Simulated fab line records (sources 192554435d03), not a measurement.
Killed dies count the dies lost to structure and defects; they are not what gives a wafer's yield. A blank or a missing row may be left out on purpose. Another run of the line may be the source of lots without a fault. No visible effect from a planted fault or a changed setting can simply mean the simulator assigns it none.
Struck lot and sound lot, side by side + flow n5 finfet + 16 out of 1938 route steps
Sound: the wafers L711.2, L711.4, L711.5. Wafers L720.2, L720.5, L720.6 were the ones struck. Last of all comes the cause.
At each step with rows: each side's tool, then ch and its chambers, then its first start. Under that, the readings that differ: sound wafers + struck wafers + difference of the means + sigmas: that difference in standard deviations of wafers without a fault.
alike: words and numbers the same on both sides, and readings whose means are apart by under 2 such deviations; not compared: readings that were withheld, readings missing a value for some wafer, numbers with overlapping values and no deviation given by the record, and bounds like >300 which may hide the same value.
The two part at a step that has a row with sigmas, a row that says differs or no value, or rows on one side only. Non-overlapping numbers with no deviation appear without sigmas and do not part them. A reading that every wafer of one side lacks parts them only if that side has two wafers or more.

first, 10 steps without rows for these wafers: N5_BEOL_M1_DESCUM_33 (chemistry O2, time 7 s); N5_BEOL_M1_ETCH_77 (etches underlayer in N2/H2, target depth 6.5 nm, time 5.2 s); N5_BEOL_M1_ETCH_69 (etches SiARC in CF4, target depth 15.6 nm, time 26 s); N5_BEOL_M1_ALD_98 (deposits SiO2, target thk 2.5 nm, pulse time 1 s, co reactant pulse time 1 s); N5_BEOL_M1_ETCHBACK_99 (etches SiO2 in CHF3, target depth 5 nm, time 10.4 s); N5_BEOL_M1_ETCH_70 (etches SOC in N2/H2, target depth 80 nm, overetch 16 nm, time 120 s); N5_BEOL_M1_STRIP_71 (strips in N2/H2); N5_BEOL_M1_STRIP_78 (strips in N2/H2); N5_BEOL_M1_VIA_ETCH_34 (etches the open film in C4F6/O2, target depth 67.8 nm, time 64.4 s); N5_BEOL_M1_STRIP_83 (strips in C4F6/O2).
N5_BEOL_M1_STRIP_36: strips in N2/H2.
  sound on rie diel-06 ch 0,1,2, day 8 04:11; struck on rie diel-03 ch 0,1,3, day 10 02:14
  no value came back on the struck wafers for any of 8 readings (bias power w (W), chamber pressure mTorr (mTorr) and others); on the sound wafers bias power w (W) reads 6.987 7.005 6.974
| reading                                  | sound | struck       | difference | sigmas |
|------------------------------------------|-------|--------------|------------|--------|
| model.SOC_of_BEOL_M1_COAT_67.thk nm (nm) | 0 0 0 | 52.2 52 52.2 | +52.1      |        |
| model.SiO2_of_BEOL_M1_ALD_98.thk nm (nm) | 0 0 0 | 2.4 2.4 2.4  | +2.4       |        |
  not compared: rf hours counter h
then, 1 step without rows for these wafers: N5_BEOL_M1_TRENCH_ETCH_37 (etches SiOC in C4F6/O2, target depth 55.207 nm, time 29 s).
N5_BEOL_M1_ETCH_41: etches SiCN in CH3F/O2, target depth 31.9 nm, time 57.8 s.
  sound on rie diel-06 ch 0,1,2; struck on rie diel-03 ch 0,1,3, day 10 02:18
| reading                                  | sound | struck       | difference | sigmas |
|------------------------------------------|-------|--------------|------------|--------|
| model.SOC_of_BEOL_M1_COAT_67.thk nm (nm) | 0 0 0 | 34.4 33.2 34 | +33.9      |        |
  alike: drypump motor current A, oes product au, rf vpp V, showerhead plenum p Torr, throttle valve pct
  not compared: rf hours counter h
then, 1 step without rows for these wafers: N5_BEOL_M1_STRIP_97 (strips in N2/H2, time 10 s).
N5_BEOL_M4_RC_MEAS_101:
  the record has rows for the sound wafers here (prober-01 ch 0, day 10 17:23) and none for the struck ones
-- here the record skips 7 days between the struck wafers' starts before and after, leaving off in module BEOL_M4 and picking up in module PASSIVATION (first step shown: number 1936 of the route) --
N5_PASSIVATION_PROBE_49:
  rows exist in the record for the struck wafers here (prober-02, day 17 07:08), but not for the sound ones

WHERE THEY PART
Earliest at N5_BEOL_M1_STRIP_36; latest, in this record, at N5_PASSIVATION_PROBE_49.

WHY: what had been put in by the simulator
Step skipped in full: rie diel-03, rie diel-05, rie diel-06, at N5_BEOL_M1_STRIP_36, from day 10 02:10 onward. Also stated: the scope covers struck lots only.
